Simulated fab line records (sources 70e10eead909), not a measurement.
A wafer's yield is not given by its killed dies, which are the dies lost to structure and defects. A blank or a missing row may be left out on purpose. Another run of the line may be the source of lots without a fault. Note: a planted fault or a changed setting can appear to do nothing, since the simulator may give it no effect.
fab line records	flow nand_harc	part 1 of 2: steps 1 to 4 of 6
record lots=24	wafers=72	last_day=33
route steps=1302 shown A_SGD_CUT@905 A_SLIT@923 A_WL_FILL@953 A_CONTACT@1028
lots that met no fault: taken from a fault-free run of the same line
start_h: the number of hours between the record's first day and the start of the first shown wafer of the lot	wait_h: hours since the lot's step before	" identical to the entry in the row above	L1.1+2: a single row standing in for several wafers	- no value present, or no start provided	* or withheld: withheld	< > ~ a bound
route shown NAME@n: a module of which the file shows steps, and the number in the route of the first	usual: mean/standard deviation taken from wafers without a fault	same: alike in all rows	chamber/n: place in a boat	sites: the reading at each site	_std_site: their standard deviation	_edge_site: outer sites' mean less inner sites'	radius_mm: for every site, how far away it sits from the centre of the wafer	mask NAME#n: copy n	behind: the tool/chamber that last shaped the wafer	hold: what put the lot on hold/how long, in hours/how the hold closed	device: the n, p or np transistor that did not switch	end of line: tests of these same wafers at the route's end	where a step has no rows: the recipe by itself	killed: dies lost to structure and defects at the first sort, not the wafer's yield	map: shows each die of a wafer: x if killed, . if not, _ if none is there
set.NAME: the setting that was run; set.NAME@STEP: the one run at that earlier step	model.NAME: the simulator's own value behind a step, which no gauge read
steps of the route over a sample of lots; a table a step, a row a wafer
services: when a tool's chamber went out of use (start_h, in hours from the record's first day, below 0 if earlier), for how many hours, and the reason
## steps
# step NHARC_A_SGD_CUT_ETCH_58
# recipe target_depth_a=390	over_etch_frac=0.3	time_s=65	ion_energy_ev=80	cf4_flow_sccm=150	ar_flow_sccm=0	rf_w=300	bias_w=100	chemistry=CF4
# usual drypump_motor_current_A=5.5/0.43	oes_product_au=0.998/0.0085	rf_vpp_V=151.3/1.2	showerhead_plenum_p_Torr=1.77/0.07	throttle_valve_pct=13.285/0.0082
# same time_s=65
lot.wafer	tool	chamber	start_h	wait_h	drypump_motor_current_A	oes_product_au	rf_hours_counter_h	rf_vpp_V	showerhead_plenum_p_Torr	throttle_valve_pct
L075.2	rie_diel-08	1	415.70	0.1	5.2	0.986	1	151.9	1.88	13.285
L075.3	"	3	"	"	6.5	0.989	1	151.3	1.70	13.275
L075.1	"	0	"	"	5.0	0.995	1	151.1	1.76	13.294
L077.3	rie_diel-09	1	432.75	0.1	5.2	1.006	10	151.8	1.74	13.287
L077.5	"	3	"	"	5.7	1.017	-	151.9	1.82	13.266
L077.6	"	0	"	"	5.4	1.001	-	152.1	1.81	13.289
L076.1	rie_diel-13	2	432.90	0.1	5.9	0.999	9	151.2	1.77	13.283
L076.3	"	3	"	"	5.2	0.991	9	150.2	1.66	13.290
L076.5	"	1	"	"	5.3	1.002	-	151.7	1.83	13.286
L074.3	rie_diel-13	3	433.20	0.2	5.2	0.994	9	149.8	1.66	13.286
L074.4	"	2	"	"	5.9	1.011	10	152.4	1.77	13.298
L074.5	"	3	"	"	5.1	1.011	-	148.3	1.66	13.282
L078.1	rie_diel-08	3	461.46	0.1	6.5	1.000	3	150.7	1.69	13.286
L078.2	"	2	"	"	5.9	1.009	3	151.0	1.85	13.284
L078.5	"	3	"	"	6.5	0.995	-	149.9	1.69	13.278
L080.3	rie_diel-13	2	465.72	0.1	5.9	1.009	12	152.1	1.77	13.285
L080.5	"	3	"	"	5.2	1.006	-	151.2	1.66	13.287
L080.6	"	0	"	"	6.0	1.008	-	150.4	1.68	13.286
L079.1	rie_diel-08	2	465.97	0.1	5.9	0.996	3	153.0	1.85	13.272
L079.3	"	3	"	"	6.5	0.993	4	150.1	1.69	13.289
L079.6	"	2	"	"	5.9	0.989	-	153.1	1.85	13.296
L081.4	rie_diel-08	1	498.07	0.1	5.2	0.997	5	152.4	1.88	13.290
L081.1	"	3	"	"	6.4	1.001	5	150.3	1.69	13.280
L081.6	"	1	"	"	5.2	0.995	-	152.9	1.88	13.279
L082.4	rie_diel-08	0	498.36	0.2	5.0	1.008	6	152.8	1.76	13.272
L082.3	"	1	"	"	5.2	0.994	6	152.9	1.88	13.286
L082.2	"	3	"	"	6.4	0.997	6	150.2	1.69	13.288
L084.2	rie_diel-08	1	511.40	0.1	5.2	0.988	6	152.8	1.88	13.279
L084.1	"	2	"	"	5.9	1.001	6	151.4	1.85	13.289
L084.4	"	3	"	"	6.4	0.998	6	151.0	1.69	13.281
L083.1	rie_diel-09	3	511.56	0.1	5.6	1.003	1	151.6	1.82	13.297
L083.2	"	1	"	"	5.2	1.004	1	150.6	1.74	13.295
L083.6	"	2	"	"	5.2	0.986	-	150.5	1.73	13.285
L085.4	rie_diel-13	3	513.86	0.1	5.1	0.992	1	148.6	1.66	13.288
L085.2	"	0	"	"	6.0	1.003	2	149.2	1.68	13.284
L085.6	"	2	"	"	5.9	1.010	-	150.5	1.77	13.288
L086.2	rie_diel-09	1	517.95	0.1	5.2	1.007	1	151.5	1.74	13.282
L086.1	"	0	"	"	5.4	0.996	2	153.0	1.81	13.297
L086.6	"	2	"	"	5.3	0.996	-	150.4	1.73	13.288
L087.1	rie_diel-13	3	526.56	0.1	5.2	0.988	4	149.1	1.66	13.271
L087.2	"	1	"	"	5.3	1.007	3	151.8	1.83	13.281
L087.5	"	2	"	"	5.9	1.004	-	150.9	1.77	13.271
L088.3	rie_diel-13	0	551.50	0.1	6.0	1.003	5	150.7	1.68	13.282
L088.4	"	1	"	"	5.3	1.011	5	151.6	1.83	13.284
L088.5	"	3	"	"	5.2	0.997	-	149.8	1.66	13.284
L089.1	rie_diel-09	1	555.98	0.1	5.1	1.013	4	152.4	1.74	13.277
L089.4	"	3	"	"	5.7	0.986	4	150.4	1.82	13.272
L089.5	"	1	"	"	5.1	1.014	-	150.6	1.74	13.281
L090.2	rie_diel-13	0	566.40	0.1	6.1	0.998	6	151.0	1.68	13.281
L090.1	"	1	"	"	5.3	0.996	5	152.8	1.83	13.288
L090.5	"	0	"	"	6.0	1.005	-	149.5	1.68	13.282
L091.1	rie_diel-08	2	573.02	0.1	5.9	0.984	2	152.3	1.85	13.276
L091.5	"	3	"	"	6.5	0.981	-	151.2	1.69	13.282
L091.6	"	0	"	"	5.0	0.994	-	149.7	1.76	13.294
L092.2	rie_diel-08	1	590.34	0.1	5.2	0.993	3	151.2	1.88	13.294
L092.1	"	3	"	"	6.5	0.989	3	150.1	1.69	13.290
L092.5	"	2	"	"	5.9	0.995	-	152.0	1.85	13.300
L093.2	rie_diel-09	0	591.36	0.1	5.4	1.003	7	151.6	1.81	13.289
L093.6	"	1	"	"	5.1	1.004	-	150.5	1.74	13.299
L093.5	"	2	"	"	5.2	0.997	-	150.2	1.73	13.272
L095.3	rie_diel-09	2	618.94	0.1	5.2	1.000	9	151.0	1.73	13.293
L095.2	"	1	"	"	5.1	1.003	9	150.9	1.73	13.275
L095.6	"	3	"	"	5.7	0.993	-	151.5	1.82	13.292
L094.1	rie_diel-08	1	619.10	0.1	5.2	1.001	4	154.2	1.88	13.279
L094.2	"	3	"	"	6.5	0.987	4	150.0	1.69	13.292
L094.6	"	1	"	"	5.2	0.993	-	151.6	1.88	13.295
L097.1	rie_diel-13	0	642.72	0.1	6.0	1.006	13	149.6	1.68	13.270
L097.3	"	1	"	"	5.3	0.998	10	151.1	1.83	13.292
L097.6	"	0	"	"	6.0	1.004	-	149.7	1.68	13.285
L096.1	rie_diel-09	3	642.87	0.1	5.7	1.000	9	151.3	1.82	13.293
L096.4	"	0	"	"	5.4	0.995	10	153.0	1.81	13.274
L096.3	"	2	"	"	5.3	0.985	10	152.1	1.73	13.281
# step NHARC_A_SGD_CUT_ETCH_15
# recipe target_depth_a=750	time_s=64.3	ch3f_flow_sccm=50	o2_flow_sccm=30	ar_flow_sccm=200	rf_w=500	bias_w=100	chemistry=CH3F/O2
# usual drypump_motor_current_A=5.6/0.45	o2_flow_sccm=30.00/0.084	oes_product_au=0.963/0.014	rf_vpp_V=263.9/1.7	showerhead_plenum_p_Torr=2.46/0.099	throttle_valve_pct=20.663/0.0088
# same time_s=64.3
lot.wafer	tool	chamber	start_h	wait_h	drypump_motor_current_A	o2_flow_sccm	oes_product_au	rf_hours_counter_h	rf_vpp_V	showerhead_plenum_p_Torr	throttle_valve_pct
L075.3	rie_diel-08	0	-	-	5.0	30.04	0.978	1	263.8	2.45	20.671
L075.1	"	1	"	"	5.2	29.90	0.983	1	267.8	2.63	20.651
L075.2	"	3	"	"	6.5	30.10	0.948	1	262.4	2.35	20.656
L077.3	rie_diel-09	1	-	-	5.2	29.96	0.953	10	264.1	2.41	20.680
L077.5	"	2	"	"	5.2	29.94	0.952	-	264.6	2.41	20.665
L077.6	"	3	"	"	5.7	30.01	0.972	-	266.1	2.53	20.652
L076.3	rie_diel-13	0	-	-	6.0	29.96	0.967	8	263.0	2.34	20.641
L076.1	"	3	"	"	5.2	30.10	0.956	9	262.8	2.30	20.670
L076.5	"	0	"	"	6.0	29.99	0.975	-	260.4	2.34	20.669
L074.3	rie_diel-13	3	-	-	5.2	29.86	0.969	9	262.2	2.30	20.650
L074.4	"	0	"	"	6.0	30.07	0.946	9	263.9	2.34	20.650
L074.5	"	0	"	"	6.0	29.99	0.960	-	261.4	2.34	20.660
L078.1	rie_diel-08	0	-	-	5.1	30.03	0.975	4	263.8	2.45	20.657
L078.2	"	1	"	"	5.2	30.02	0.960	3	266.4	2.63	20.655
L078.5	"	3	"	"	6.5	29.92	0.943	-	261.7	2.35	20.662
L080.3	rie_diel-13	2	-	-	5.9	29.84	0.993	12	264.7	2.47	20.664
L080.6	"	0	"	"	6.0	30.06	0.965	-	263.6	2.34	20.659
L080.5	"	1	"	"	5.3	30.00	0.966	-	265.3	2.55	20.669
L079.1	rie_diel-08	3	-	-	6.5	29.92	0.967	4	262.3	2.35	20.659
L079.3	"	0	"	"	5.0	29.91	0.969	4	262.6	2.45	20.668
L079.6	"	3	"	"	6.5	30.00	0.958	-	261.4	2.35	20.661
L081.4	rie_diel-08	0	-	-	5.0	30.03	0.969	6	264.7	2.45	20.665
L081.1	"	1	"	"	5.3	30.05	0.968	6	265.0	2.62	20.664
L081.6	"	3	"	"	6.5	30.08	0.974	-	263.5	2.35	20.656
L082.4	rie_diel-08	2	-	-	5.9	30.01	0.954	5	265.7	2.57	20.675
L082.2	"	3	"	"	6.5	30.12	0.949	6	261.2	2.35	20.661
L082.3	"	1	"	"	5.2	29.96	0.948	6	266.4	2.62	20.666
L084.1	rie_diel-08	1	-	-	5.2	30.03	0.954	7	268.3	2.62	20.673
L084.2	"	2	"	"	5.9	30.06	0.964	6	265.6	2.57	20.653
L084.4	"	0	"	"	5.1	30.02	0.978	7	263.0	2.45	20.664
L083.2	rie_diel-09	2	-	-	5.3	29.88	0.945	1	263.7	2.41	20.666
L083.1	"	3	"	"	5.6	29.96	0.955	1	265.4	2.53	20.667
L083.6	"	2	"	"	5.3	30.14	0.941	-	262.5	2.41	20.670
L085.2	rie_diel-13	2	-	-	5.9	29.97	0.977	1	262.8	2.46	20.666
L085.4	"	1	"	"	5.3	30.08	0.976	2	263.8	2.54	20.681
L085.6	"	2	"	"	5.9	29.85	0.961	-	263.6	2.46	20.669
L086.2	rie_diel-09	1	-	-	5.1	29.91	0.963	1	263.2	2.41	20.673
L086.1	"	2	"	"	5.3	29.81	0.956	2	263.0	2.41	20.678
L086.6	"	3	"	"	5.7	29.98	0.973	-	264.8	2.53	20.678
L087.1	rie_diel-13	2	-	-	5.9	30.02	0.964	3	264.1	2.46	20.660
L087.2	"	3	"	"	5.2	30.12	0.970	4	262.3	2.30	20.656
L087.5	"	1	"	"	5.3	30.11	0.979	-	266.0	2.54	20.672
L088.3	rie_diel-13	2	-	-	5.9	30.01	0.978	6	263.6	2.46	20.665
L088.4	"	0	"	"	6.0	30.07	0.964	5	261.6	2.33	20.650
L088.5	"	3	"	"	5.2	30.01	0.961	-	261.3	2.30	20.685
L089.1	rie_diel-09	0	-	-	5.4	29.87	0.927	5	263.9	2.52	20.659
L089.4	"	1	"	"	5.1	30.02	0.927	4	262.4	2.41	20.669
L089.5	"	2	"	"	5.3	29.98	0.926	-	263.0	2.41	20.655
L090.1	rie_diel-13	1	-	-	5.3	30.23	0.975	5	265.7	2.54	20.656
L090.2	"	2	"	"	5.9	30.09	0.968	7	264.0	2.46	20.656
L090.5	"	0	"	"	6.0	29.96	0.950	-	260.9	2.33	20.662
L091.1	rie_diel-08	1	-	-	5.2	30.00	0.968	2	266.8	2.62	20.671
L091.5	"	0	"	"	5.0	29.92	0.964	-	264.2	2.45	20.645
L091.6	"	1	"	"	5.2	30.01	0.967	-	265.8	2.62	20.662
L092.1	rie_diel-08	3	-	-	6.5	29.88	0.960	3	262.0	2.35	20.676
L092.2	"	1	"	"	5.2	30.06	0.949	3	264.9	2.62	20.667
L092.5	"	2	"	"	5.9	29.96	0.962	-	266.0	2.57	20.675
L093.2	rie_diel-09	2	-	-	5.3	30.11	0.962	6	263.7	2.40	20.664
L093.5	"	1	"	"	5.1	29.88	0.976	-	264.1	2.41	20.663
L093.6	"	2	"	"	5.3	30.01	0.967	-	263.7	2.40	20.656
L095.2	rie_diel-09	1	-	-	5.1	30.06	0.964	9	263.9	2.41	20.675
L095.3	"	3	"	"	5.7	29.99	0.963	8	264.1	2.53	20.650
L095.6	"	2	"	"	5.2	29.95	0.968	-	262.6	2.40	20.660
L094.1	rie_diel-08	0	-	-	5.0	29.86	0.956	4	263.7	2.45	20.673
L094.2	"	1	"	"	5.2	30.08	0.970	4	266.0	2.62	20.667
L094.6	"	2	"	"	5.9	29.98	0.972	-	266.4	2.57	20.669
L097.3	rie_diel-13	3	-	-	5.2	30.13	0.974	15	260.8	2.30	20.666
L097.1	"	1	"	"	5.3	29.96	0.983	11	264.9	2.54	20.679
L097.6	"	3	"	"	5.1	30.14	0.962	-	260.0	2.30	20.662
L096.4	rie_diel-09	3	-	-	5.7	30.08	0.962	9	264.2	2.53	20.671
L096.1	"	0	"	"	5.5	29.95	0.968	10	264.9	2.51	20.669
L096.3	"	2	"	"	5.2	30.12	0.962	10	263.2	2.40	20.678
# step NHARC_A_SLIT_DEP_00
# recipe target_thk_a=62000	temp_c=400	material=aC
# usual susceptor_temp_C=400.04/0.24	throttle_valve_pct=35.000/0.0089
lot.wafer	tool	chamber	start_h	wait_h	susceptor_temp_C	throttle_valve_pct
L075.1	acl_dep-02	0	424.20	-	400.23	34.997
L075.2	"	0	"	"	400.40	34.996
L075.3	"	0	"	"	399.98	34.997
L076.1	acl_dep-03	0	439.54	-	-	34.992
L076.3	"	0	440.78	-	-	35.006
L076.5	"	0	442.02	-	-	35.005
L077.3	acl_dep-02	0	440.80	-	399.97	35.000
L077.5	"	0	442.06	-	399.82	35.001
L077.6	"	0	"	"	399.92	35.002
L074.3	acl_dep-01	0	440.89	-	-	34.997
L074.4	"	0	"	"	-	34.999
L074.5	"	0	"	"	-	35.018
L078.1	acl_dep-02	0	472.65	-	400.34	34.989
L078.2	"	0	"	"	400.13	34.989
L078.5	"	0	475.15	-	400.23	34.993
L079.1	acl_dep-01	0	473.29	-	400.49	35.008
L079.3	"	0	474.55	-	400.39	34.993
L079.6	"	0	476.44	-	400.54	35.008
L080.3	acl_dep-03	0	473.92	-	-	35.008
L080.5	"	0	475.15	-	-	35.001
L080.6	"	0	"	"	-	35.001
L081.1	acl_dep-03	0	506.02	-	400.30	34.978
L081.4	"	0	507.90	-	399.86	35.007
L081.6	"	0	509.16	-	399.92	34.988
L082.2	acl_dep-02	0	506.72	1.0	400.11	34.988
L082.3	"	0	"	"	399.73	34.993
L082.4	"	0	"	"	400.02	35.015
L084.1	acl_dep-02	0	518.21	-	-	35.001
L084.2	"	0	"	"	-	34.996
L084.4	"	0	520.09	-	-	34.993
L083.1	acl_dep-03	0	518.32	-	399.75	35.004
L083.2	"	0	"	"	399.73	34.991
L083.6	"	0	521.47	-	399.97	34.992
L085.2	acl_dep-01	0	519.91	-	-	35.010
L085.4	"	0	521.14	-	-	34.992
L085.6	"	0	522.37	-	-	35.004
L086.1	acl_dep-01	0	526.15	-	399.80	35.000
L086.2	"	0	"	"	399.69	34.996
L086.6	"	0	529.30	-	399.60	34.995
L087.1	acl_dep-03	0	534.46	-	-	34.998
L087.2	"	0	"	"	-	34.999
L087.5	"	0	536.95	-	-	34.987
L088.3	acl_dep-01	0	562.16	-	400.23	35.001
L088.4	"	0	"	"	400.28	35.011
L088.5	"	0	"	"	399.84	34.991
L089.1	acl_dep-03	0	565.21	-	-	35.001
L089.4	"	0	567.07	-	-	35.011
L089.5	"	0	"	"	-	35.007
L090.1	acl_dep-03	0	575.78	-	400.07	35.009
L090.2	"	0	"	"	400.08	34.990
L090.5	"	0	578.29	-	399.90	34.998
L091.1	acl_dep-03	0	582.10	-	-	35.004
L091.5	"	0	584.58	-	-	35.013
L091.6	"	0	"	"	-	35.001
L092.1	acl_dep-03	0	597.15	-	-	35.000
L092.2	"	0	"	"	-	35.005
L092.5	"	0	599.62	-	-	34.996
L093.2	acl_dep-02	0	597.96	-	-	35.002
L093.5	"	0	599.83	-	-	34.997
L093.6	"	0	"	"	-	34.990
L094.1	acl_dep-03	0	627.68	-	400.04	34.993
L094.2	"	0	"	"	400.32	35.012
L094.6	"	0	630.84	-	400.37	35.005
L095.2	acl_dep-02	0	628.23	-	399.90	34.998
L095.3	"	0	"	"	399.91	35.012
L095.6	"	0	630.76	-	399.73	34.999
L097.1	acl_dep-01	0	653.09	-	399.85	35.002
L097.3	"	0	654.35	-	400.00	34.975
L097.6	"	0	656.24	-	400.16	34.991
L096.1	acl_dep-02	0	655.12	5.4	400.31	35.006
L096.3	"	0	656.37	6.5	399.81	35.000
L096.4	"	0	"	"	400.16	34.995
# step NHARC_A_SLIT_DEP_23
# recipe target_thk_a=1000	target_thk_nm=100	temp_c=400	pressure_torr=3.5	flow_sccm=200	rf_w=350	material=SiON
# usual heater_power_w=786/71	susceptor_temp_C=399.99/0.2
lot.wafer	tool	chamber	start_h	wait_h	heater_power_w	since_wet_clean_h	susceptor_temp_C
L075.1	pecvd-01	1	428.01	3.2	849	128	400.30
L075.3	"	2	"	"	732	128	400.36
L075.2	"	0	"	"	682	128	399.99
L076.1	pecvd-02	0	443.28	3.1	902	46	399.80
L076.3	"	1	"	"	792	46	400.11
L076.5	"	1	"	"	816	-	399.91
L077.3	pecvd-01	2	443.35	1.9	741	143	399.98
L077.6	"	2	"	"	765	-	399.77
L077.5	"	1	"	"	834	-	399.82
L074.3	pecvd-02	1	443.45	1.9	726	46	399.91
L074.5	"	1	"	"	739	-	400.00
L074.4	"	2	"	"	784	-	400.06
L080.3	pecvd-02	2	476.43	1.9	881	79	400.11
L080.6	"	2	"	"	850	-	399.66
L080.5	"	0	"	"	921	-	399.77
L078.1	pecvd-04	0	476.51	3.2	783	37	399.90
L078.2	"	2	"	"	857	37	400.14
L078.5	"	1	"	"	735	-	399.97
L079.3	pecvd-02	0	477.09	1.9	830	80	400.04
L079.1	"	2	"	"	859	80	399.96
L079.6	"	0	"	"	859	-	399.97
L081.1	pecvd-04	2	509.84	3.2	824	71	399.91
L081.4	"	1	"	"	848	-	400.03
L081.6	"	2	"	"	832	-	400.07
L082.3	pecvd-02	0	509.97	2.0	841	113	400.09
L082.2	"	2	"	"	820	113	400.03
L082.4	"	0	"	"	852	-	400.48
L084.2	pecvd-04	2	521.98	2.5	732	83	400.25
L084.1	"	1	"	"	740	83	400.03
L084.4	"	2	"	"	734	-	399.92
L083.2	pecvd-02	2	522.12	2.5	815	125	399.93
L083.1	"	0	"	"	903	125	400.36
L083.6	"	2	"	"	820	-	399.74
L085.2	pecvd-04	0	523.00	2.5	764	84	400.23
L085.4	"	1	"	"	713	-	400.20
L085.6	"	2	"	"	728	-	399.73
L086.1	pecvd-02	2	529.96	3.2	889	133	400.06
L086.2	"	0	"	"	929	133	400.12
L086.6	"	1	"	"	751	-	400.22
L087.2	pecvd-01	2	538.22	2.5	743	57	400.16
L087.1	"	1	"	"	749	57	400.27
L087.5	"	1	"	"	769	-	400.32
L088.3	pecvd-02	0	564.70	1.9	850	168	400.03
L088.5	"	1	"	"	705	-	399.99
L088.4	"	2	"	"	789	-	399.82
L089.1	pecvd-04	2	568.96	3.1	848	130	399.88
L089.5	"	2	"	"	839	-	400.12
L089.4	"	1	"	"	739	-	400.41
L090.2	pecvd-01	0	579.57	2.5	699	99	399.56
L090.1	"	2	"	"	707	99	399.84
L090.5	"	1	"	"	700	-	399.59
L091.1	pecvd-04	1	585.91	3.2	727	147	400.08
L091.5	"	2	"	"	850	-	399.76
L091.6	"	1	"	"	743	-	400.02
L092.1	pecvd-04	2	600.91	3.1	782	162	400.11
L092.2	"	0	"	"	740	162	399.86
L092.5	"	2	"	"	794	-	400.02
L093.2	pecvd-04	2	601.16	2.6	834	162	399.88
L093.5	"	0	"	"	728	-	399.95
L093.6	"	1	"	"	716	-	399.73
L095.2	pecvd-04	0	631.41	2.6	782	11	400.00
L095.3	"	2	"	"	858	11	400.19
L095.6	"	0	"	"	767	-	399.85
L094.1	pecvd-02	2	631.49	3.2	835	54	400.35
L094.2	"	0	"	"	907	54	400.37
L094.6	"	1	"	"	759	-	400.15
L097.1	pecvd-04	0	656.92	3.2	761	37	399.57
L097.3	"	1	"	"	749	37	399.80
L097.6	"	2	"	"	837	-	399.76
L096.1	pecvd-04	2	658.90	3.2	825	39	400.04
L096.3	"	0	"	"	685	39	400.04
L096.4	"	2	"	"	825	-	399.92
